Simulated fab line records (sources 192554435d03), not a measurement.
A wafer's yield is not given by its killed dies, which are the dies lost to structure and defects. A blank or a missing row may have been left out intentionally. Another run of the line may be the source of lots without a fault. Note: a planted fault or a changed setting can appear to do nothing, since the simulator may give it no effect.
Which tool is to blame?    flow n5_finfet    12 lots, 35 wafers sampled, at 3 steps of a route of 1938

## WHAT EACH GAUGE READ, for each wafer
N5_BEOL_M5_CD_MEAS_11: the cd target is 27.74 nm.
lot   measured      on         cd_nm (nm)
L643  day 12 09:17  cd_sem-03  28.22 28.17 27.84
L644  day 12 13:07  cd_sem-02  28.02 28.40 28.50
L646  day 12 17:28  cd_sem-02  27.99 27.78
L647  day 12 17:39  cd_sem-02  27.98 28.12 28.07
L651  day 14 00:02  cd_sem-01  28.15 28.45 28.10
L652  day 14 00:50  cd_sem-01  27.88 28.05 28.63
L653  day 14 14:58  cd_sem-01  28.22 27.76 28.15
L655  day 14 18:21  cd_sem-01  28.58 28.44 27.89
L659  day 16 02:14  cd_sem-02  28.52 28.50 28.13
L662  day 16 20:59  cd_sem-03  28.51 28.07 27.92
L665  day 17 07:52  cd_sem-03  28.12 28.11 28.08
L666  day 17 21:58  cd_sem-02  28.20 28.08 28.35

N5_BEOL_M5_CD_MEAS_28: target cd 30.6 nm, target cd y 20 nm.
lot   measured      on         cd_nm (nm)
L643  day 12 11:50  cd_sem-02  30.29 29.99 29.97
L644  day 12 16:34  cd_sem-02  30.20 30.48 30.68
L646  day 12 21:02  cd_sem-02  30.39 30.18
L647  day 12 21:05  cd_sem-03  30.91 30.59 30.67
L651  day 14 03:15  cd_sem-01  30.41 30.14 30.98
L652  day 14 03:12  cd_sem-03  30.63 30.47 30.33
L653  day 14 16:07  cd_sem-01  30.49 30.75 30.04
L655  day 14 19:53  cd_sem-02  30.40 30.23 30.20
L659  day 16 06:30  cd_sem-01  30.23 30.55 30.29
L662  day 16 23:44  cd_sem-02  30.11 30.53 30.44
L665  day 17 10:47  cd_sem-01  30.33 30.37 30.57
L666  day 17 22:58  cd_sem-02  30.81 30.87 30.88

## TOOL THAT RAN EACH LOT (tool first, then ch and the chambers of the sampled wafers, then the start)
lot   N5_BEOL_M5_COAT_65
L643  litho_track-05 ch 0, day 12 11:18
L644  litho_track-05 ch 0, day 12 16:10
L646  litho_track-01 ch 0, day 12 20:45
L647  litho_track-02 ch 0, day 12 20:45
L651  litho_track-05 ch 0, day 14 02:55
L652  litho_track-02 ch 0, day 14 02:55
L653  litho_track-02 ch 0, day 14 15:43
L655  litho_track-05 ch 0, day 14 19:26
L659  litho_track-05 ch 0, day 16 06:06
L662  litho_track-05 ch 0, day 16 23:27
L665  litho_track-01 ch 0, day 17 10:23
L666  litho_track-01 ch 0, day 17 22:34
- N5_BEOL_M5_COAT_65: time 60 s, resist thk 60 nm.

## WHAT THE TOOLS THEMSELVES READ (means of the sampled wafers that have a number; where no wafer has one, the mark that the record gives instead)
N5_BEOL_M5_COAT_65.
lot   tool            dispense_pressure_kPa (kPa)  resist_line_temp_C (C)  spin_speed_rpm (rpm)
L643  litho_track-05  53                           23.11                   1499.5
L644  litho_track-05  53                           23.03                   1501.2
L646  litho_track-01  52                           22.98                   1499.9
L647  litho_track-02  59                           22.97                   1500.2
L651  litho_track-05  53                           23.00                   1498.2
L652  litho_track-02  59                           23.07                   1499.9
L653  litho_track-02  59                           22.94                   1500.7
L655  litho_track-05  53                           23.04                   1499.0
L659  litho_track-05  53                           22.97                   1561.1
L662  litho_track-05  53                           23.01                   1561.9
L665  litho_track-01  52                           22.90                   1499.3
L666  litho_track-01  52                           22.89                   1500.3

## THE ANSWER, worked out from the rows above alone
Rule: the lots themselves supply what counts as usual. Put in order of their means at a reading, lots are off if they are a third of the lots or fewer, leave a main group of 4 or more, and stand apart from it by a gap of 3 or more times the standard deviation of the main group's means; of several such gaps the widest counts. A main group is skipped when, at the precision printed for the reading in the tables above, its means are all equal. A lot without any number at a reading at which 4 lots or more have one is off too. Where the step has rows for the other lots, those lots are counted as sound. The gauges are gone through in route order, then the tools' own readings, and for those a lot's mean is taken as printed above. The first step at which some lot is off is used, and at that step the reading that is off furthest; a lot without a number counts as furthest.
Off, at N5_BEOL_M5_COAT_65 on spin_speed_rpm: L659, L662. Mean 1499.8 rpm and standard deviation 0.82 in the main group.
If a tool, at that step or one of the process steps before it, ran each lot that is off and ran no sound lot following the first of them, it fits. One fits: N5_BEOL_M5_COAT_65 on litho_track-05. Its last sound lot is L655 (day 14 19:26), its first lot that is off L659 (day 16 06:06): a fault that began between those two fits.
On the lots that are off, the tool's own readings at N5_BEOL_M5_COAT_65 differ by more than 5 times the standard deviation of the sound lots' means, which bears it out; spin_speed_rpm reads 1561.5 rpm there versus 1499.8 rpm on the sound lots.

## WHAT THE SIMULATOR PUT IN
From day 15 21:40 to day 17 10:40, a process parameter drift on litho_track-05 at N5_BEOL_M5_COAT_65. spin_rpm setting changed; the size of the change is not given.
Lots struck among those shown: L659, L662. Same finding as the rule above.
